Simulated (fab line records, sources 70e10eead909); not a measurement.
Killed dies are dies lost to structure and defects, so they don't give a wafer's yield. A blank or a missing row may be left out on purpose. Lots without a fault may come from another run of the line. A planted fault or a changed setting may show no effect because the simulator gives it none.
fab line records | flow nand_harc
record lots=13 wafers=39 last_day=33
route steps=1302 shown A_STAIRCASE@687 THIN_TSV@1265 END@1302
lots that met no fault: from a run of the same line without faults
start_h: hours from the record's first day to the start of the lot's first wafer shown | wait_h: hours since the lot's step before | " the same as in the row above | L1.1+2: a row that stands for several wafers | - no value, or no start given | * or withheld: withheld | < > ~ a bound
route shown NAME@n: a module of which the file shows steps, and the number in the route of the first | usual: mean/standard deviation of fault-free wafers | same: alike in all rows | chamber/n: place in a boat | sites: the reading at each site | _std_site: their standard deviation | _edge_site: outer sites' mean less inner sites' | radius_mm: how far each site lies from the wafer's centre | mask NAME#n: copy n | behind: the tool/chamber that last shaped the wafer | hold: why the lot was held/for how many hours/how that ended | device: the transistor (n, p or np) that didn't switch | end of line: the same wafers' tests at the end of the route | a step without rows: its recipe alone | killed: dies lost to structure and defects at the first sort, not the wafer's yield | map: a wafer's dies, x killed, . not, _ none there
set.NAME: the setting as run; set.NAME@STEP: as run at that earlier step | model.NAME: the simulator's own value behind a step, which no gauge read
steps of the route over a sample of lots; a table a step, a row a wafer
services: from which hour (start_h, from the record's first day; less than 0 if before it) a tool's chamber was out of use, for how many hours, and why
## steps
# step NHARC_A_STAIRCASE_STRIP_148
# recipe time_s=900 temp_c=130 chemistry=SPM
# same time_s=900
# columns lot.wafer tool chamber start_h wait_h
L819.1+5+2 wet_bench-06 3,5,6 348.33 0.3
L820.1+5+2 wet_bench-09 1,3,4 366.13 0.3
L821.6+1+3 wet_bench-04 2,3,4 367.19 0.1
L822.1+2+5 wet_bench-06 5,6,0 390.02 0.3
L823.4+5+6 wet_bench-04 3,4,5 390.31 0.2
L826.5+2+4 wet_bench-09 6,7,1 424.33 0.1
L825.4+5+2 wet_bench-09 1,3,5 426.83 0.2
L827.4+6+2 wet_bench-09 0,1,2 430.21 0.2
L829.1+2+3 wet_bench-04 4,5,6 455.39 0.3
L837.1+5+3 wet_bench-04 3,4,5 531.44 0.3
L839.5+4+1 wet_bench-09 6,7,0 561.08 0.1
L841.5+4+6 wet_bench-06 2,6,7 573.00 0.1
L842.4+3+1 wet_bench-09 6,7,2 585.51 0.2
# step NHARC_THIN_TSV_STRIP_45
# recipe power_w=1500 temp_c=250 chemistry=O2
# usual drypump_motor_current_A=5.6/0.39 heater_power_w=325/29
# columns lot.wafer tool chamber start_h wait_h drypump_motor_current_A heater_power_w rf_hours_counter_h
L819.1 plasma_asher-02 0 540.67 0.1 5.7 286 24
L819.2 " 1 " " 6.2 368 24
L819.5 " 0 " " 5.7 288 -
L821.1 plasma_asher-01 0 558.60 0.1 5.2 338 6
L821.3 " 0 " " 5.2 335 -
L821.6 " 1 " " 5.2 312 -
L820.1 plasma_asher-01 1 559.86 0.1 5.2 308 7
L820.2 " 0 " " 5.3 335 7
L820.5 " 1 " " 5.2 311 -
L822.2 plasma_asher-01 1 607.57 0.1 5.2 315 17
L822.1 " 0 " " 5.2 341 17
L822.5 " 0 " " 5.3 335 -
L823.4 plasma_asher-01 1 610.20 0.2 5.2 313 -
L823.6 " 1 " " 5.2 313 -
L823.5 " 0 " " 5.3 334 -
L827.2 plasma_asher-01 1 615.46 0.1 5.2 310 18
L827.4 " 1 " " 5.2 315 -
L827.6 " 0 " " 5.3 334 -
L826.2 plasma_asher-01 1 616.85 0.1 5.2 300 19
L826.4 " 1 " " 5.2 309 -
L826.5 " 1 " " 5.2 310 -
L825.2 plasma_asher-01 1 619.74 0.1 5.2 308 21
L825.4 " 1 " " 5.2 313 -
L825.5 " 0 " " 5.3 330 -
L829.1 plasma_asher-02 0 650.54 8.6 5.7 280 8
L829.2 " 1 " " 6.2 364 8
L829.3 " 1 " " 6.2 364 -
L837.1 plasma_asher-02 1 720.29 0.1 6.2 369 29
L837.3 " 0 " " 5.7 285 -
L837.5 " 0 " " 5.7 280 -
L839.1 plasma_asher-01 1 738.44 0.1 5.2 305 6
L839.4 " 1 " " 5.2 322 -
L839.5 " 0 " " 5.3 343 -
L841.4 plasma_asher-01 1 764.76 0.2 5.2 306 -
L841.5 " 0 " " 5.3 340 -
L841.6 " 1 " " 5.2 310 -
L842.1 plasma_asher-01 0 785.90 0.3 5.2 339 17
L842.3 " 1 " " 5.2 322 -
L842.4 " 0 " " 5.3 340 -
# step NHARC_THIN_TSV_ETCHBACK_48
# recipe target_depth_a=10285 over_etch_frac=0.3 time_s=405.17 ion_energy_ev=250 c4f8_flow_sccm=withheld ar_flow_sccm=withheld rf_w=600 bias_w=300 chemistry=C4F8/Ar
# usual oes_product_au=0.944/0.029 rf_vpp_V=545.2/2.6
# columns lot.wafer tool chamber start_h wait_h oes_product_au rf_hours_counter_h rf_vpp_V
L819.1 rie_diel-08 2 541.91 - 0.923 8.1 545.2
L819.2 " 3 " " 0.914 6.5 545.7
L819.5 " 1 " " 0.929 - 545.0
L821.1 rie_diel-10 0 559.84 - 0.931 9.2 548.6
L821.3 " 1 " " 0.927 8.8 543.0
L821.6 " 2 " " 0.912 - 545.6
L820.2 rie_diel-08 2 561.13 - 0.976 0.6 542.5
L820.1 " 0 " " 0.997 0.4 544.1
L820.5 " 1 " " 0.997 - 546.5
L822.2 rie_diel-10 2 608.77 - 0.987 0.5 547.2
L822.1 " 0 " " 0.962 0.3 548.3
L822.5 " 2 " " 0.972 - 547.0
L823.4 rie_diel-09 2 611.42 - 0.938 5.5 545.5
L823.6 " 3 " " 0.932 - 544.2
L823.5 " 0 " " 0.946 - 542.4
L827.2 rie_diel-10 2 616.72 - 0.960 1.9 545.5
L827.4 " 3 " " 0.964 1.5 548.9
L827.6 " 1 " " 0.968 - 541.2
L826.2 rie_diel-09 1 618.03 - 0.920 6.3 550.1
L826.4 " 2 " " 0.948 6.1 543.9
L826.5 " 0 " " 0.926 - 541.1
L825.4 rie_diel-08 2 620.98 - 0.976 2.9 543.8
L825.2 " 0 " " 0.990 2.5 543.8
L825.5 " 1 " " 1.004 - 545.3
L829.1 rie_diel-10 3 651.77 - 0.938 3.5 548.0
L829.3 " 0 " " 0.943 3.9 548.7
L829.2 " 1 " " 0.929 3.9 542.5
L837.3 rie_diel-08 1 721.53 - 0.908 8.4 546.1
L837.1 " 3 " " 0.909 8.9 544.7
L837.5 " 0 " " 0.923 - 543.9
L839.1 rie_diel-08 2 739.64 - 0.984 0.2 543.2
L839.4 " 3 " " 1.004 0.2 544.1
L839.5 " 1 " " 0.994 - 546.2
L841.4 rie_diel-09 1 765.82 - 0.917 5.5 550.4
L841.6 " 1 " " 0.922 - 550.6
L841.5 " 2 " " 0.935 - 545.6
L842.1 rie_diel-10 1 787.05 - 0.982 0.5 542.3
L842.4 " 3 " " 1.007 0.7 549.9
L842.3 " 0 " " 1.028 0.5 548.8
# step NHARC_THIN_TSV_PRE_CLEAN_50
# recipe time_s=30 temp_c=280 gas=H2/He
# usual heater_power_w=412/33
# same time_s=30
# columns lot.wafer tool chamber start_h wait_h heater_power_w
L819.1 pvd_sputter-03 - - - 434
L819.2 " - " " 445
L819.5 " - " " 427
L821.1 pvd_sputter-03 - - - 404
L821.3 " - " " 430
L821.6 " - " " 432
L820.2 pvd_sputter-01 - - - 372
L820.1 " - " " 473
L820.5 " - " " 377
L822.1 pvd_sputter-02 - - - 436
L822.2 " - " " 360
L822.5 " - " " 475
L823.4 pvd_sputter-03 - - - 440
L823.6 " - " " 428
L823.5 " - " " 429
L827.2 pvd_sputter-01 - - - 419
L827.4 " - " " 371
L827.6 " - " " 455
L826.4 pvd_sputter-01 - - - 419
L826.2 " - " " 360
L826.5 " - " " 423
L825.2 pvd_sputter-02 - - - 353
L825.4 " - " " 442
L825.5 " - " " 361
L829.3 pvd_sputter-02 - - - 384
L829.2 " - " " 348
L829.1 " - " " 466
L837.1 pvd_sputter-03 - - - 415
L837.3 " - " " 405
L837.5 " - " " 411
L839.4 pvd_sputter-02 - - - 386
L839.1 " - " " 430
L839.5 " - " " 334
L841.4 pvd_sputter-03 - - - 443
L841.5 " - " " 425
L841.6 " - " " 403
L842.4 pvd_sputter-01 - - - 345
L842.1 " - " " 423
L842.3 " - " " 396
# step NHARC_END_SORT_01
# recipe temp_c=25
# usual killed_at_array=55/17 killed_at_other=0.9/1.2 killed_at_periphery=3.7/2.5 killed_dies=59/18 killed_open=3.4/1.9 killed_short=2.6/1.6
# same gross_dies=677
# columns lot.wafer tool chamber start_h wait_h killed_at_array killed_at_other killed_at_periphery killed_dies killed_open killed_short
L826.2 prober-01 0 640.23 2.8 75 1 2 78 2 1
L826.4 prober-01 0 641.84 3.4 81 0 0 81 2 3
L826.5 prober-01 0 642.65 3.7 75 0 2 77 2 2
L837.1 prober-02 0 731.48 2.5 107 0 4 111 6 2
L837.3 prober-02 0 733.09 3.1 54 0 4 58 2 6
L837.5 prober-02 0 734.71 3.7 50 0 4 54 4 4
# killed by level:class
L826.2 A_SLIT:chamber_film_flake=24 A_CHANNEL_HOLE_D1:chamber_film_flake=23 A_SGD_CUT:chamber_film_flake=7 A_CHANNEL_HOLE_D2:chamber_film_flake=5 A_BONDPAD:chamber_film_flake=4 A_CONTACT:chamber_film_flake=3 A_BLC:geometric_particle:open=2 P_GATE:chamber_film_flake=2
L826.4 A_SLIT:chamber_film_flake=26 A_CHANNEL_HOLE_D1:chamber_film_flake=26 A_SGD_CUT:chamber_film_flake=9 A_CHANNEL_HOLE_D2:chamber_film_flake=7 A_BONDPAD:chamber_film_flake=3 A_CHANNEL_FILL_D1:geometric_particle:open=1 A_DECK1_JOINT:geometric_particle:short=1 A_ONON_D2:geometric_particle:short=1
L826.5 A_CHANNEL_HOLE_D1:chamber_film_flake=26 A_SLIT:chamber_film_flake=21 A_CHANNEL_HOLE_D2:chamber_film_flake=11 A_BONDPAD:chamber_film_flake=6 A_SGD_CUT:chamber_film_flake=5 A_CHANNEL_FILL_D1:chamber_film_flake=2 P_CONTACT:geometric_particle:short=1 P_M0:geometric_particle:open=1
L837.1 A_STAIRCASE:unspecified=49 A_CHANNEL_HOLE_D1:chamber_film_flake=37 A_SLIT:chamber_film_flake=5 A_STAIRCASE:chamber_film_flake=3 A_CHANNEL_FILL_D1:chamber_film_flake=3 A_WL_FILL:geometric_particle:open=2 P_M1:chamber_film_flake=2 A_DECK1_JOINT:chamber_film_flake=2
L837.3 A_CHANNEL_HOLE_D1:chamber_film_flake=32 A_CONTACT:chamber_film_flake=4 A_SLIT:chamber_film_flake=3 A_CHANNEL_FILL_D2:geometric_particle:short=2 A_WL_FILL:geometric_particle:short=2 P_M1:chamber_film_flake=2 A_CHANNEL_FILL_D1:chamber_film_flake=2 A_DECK1_JOINT:chamber_film_flake=2
L837.5 A_CHANNEL_HOLE_D1:chamber_film_flake=32 A_CONTACT:chamber_film_flake=4 A_DECK1_JOINT:geometric_particle:short=2 A_BLC:chamber_film_flake=2 A_CHANNEL_HOLE_D2:chamber_film_flake=2 P_CONTACT:geometric_particle:open=1 A_CHANNEL_FILL_D1:geometric_particle:open=1 A_DECK1_JOINT:geometric_particle:open=1
## services
# columns tool chamber start_h hours kind
plasma_asher-01 - 342.28 9.0 pm
pvd_sputter-03 - 345.06 2.3 repair
rie_diel-10 0 346.67 3.2 repair
pvd_sputter-03 - 348.00 10.0 pm
wet_bench-09 - 352.80 8.0 pm
rie_diel-08 - 367.85 9.0 pm
rie_diel-10 3 383.16 2.3 repair
pvd_sputter-03 - 385.20 3.8 repair
rie_diel-10 1 398.99 4.2 repair
rie_diel-10 - 419.50 9.0 pm
rie_diel-08 3 447.71 15.0 repair
pvd_sputter-03 - 448.16 3.1 repair
rie_diel-10 3 484.03 7.7 repair
plasma_asher-01 - 519.28 9.0 pm
pvd_sputter-03 - 526.00 10.0 pm
wet_bench-09 - 528.80 8.0 pm
rie_diel-08 - 544.85 9.0 pm
pvd_sputter-03 - 554.89 0.7 repair
rie_diel-10 0 570.28 1.5 repair
pvd_sputter-03 - 590.50 1.5 repair
plasma_asher-01 - 626.38 27.8 repair
plasma_asher-01 - 677.78 6.8 repair
plasma_asher-01 - 696.28 9.0 pm
wet_bench-09 - 704.80 8.0 pm
## key
first_sign step=NHARC_END_SORT_01 reading=killed_at_array direction=up sigmas=3 usual=55 struck=107
effect step=NHARC_END_SORT_01 reading=killed_dies direction=up sigmas=3 usual=59 struck=111
more_kills_born_at NHARC_A_STAIRCASE_STRIP_148@wet_bench-04=49
met_at NHARC_A_STAIRCASE_STRIP_148
struck_lots L837
struck_wafers L837.1
tester_left_out L837
not_acting_at NHARC_THIN_TSV_STRIP_45,NHARC_THIN_TSV_ETCHBACK_48,NHARC_THIN_TSV_PRE_CLEAN_50
onset_between 390.31 531.44
fault kind=chamber_particle_source tool=wet_bench-04 chamber=3 onset_h=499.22 steps=NHARC_A_STAIRCASE_STRIP_148 rate_per_visit_cm2=2.1053 end_h=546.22
# tester_left_out: of these lots the tester's yield and bins aren't shown, on N5 and GAA mostly nor the transistor test; their killed dies are dies lost to structure and defects alone, not to doping, threshold or leakage, so they don't give the yield
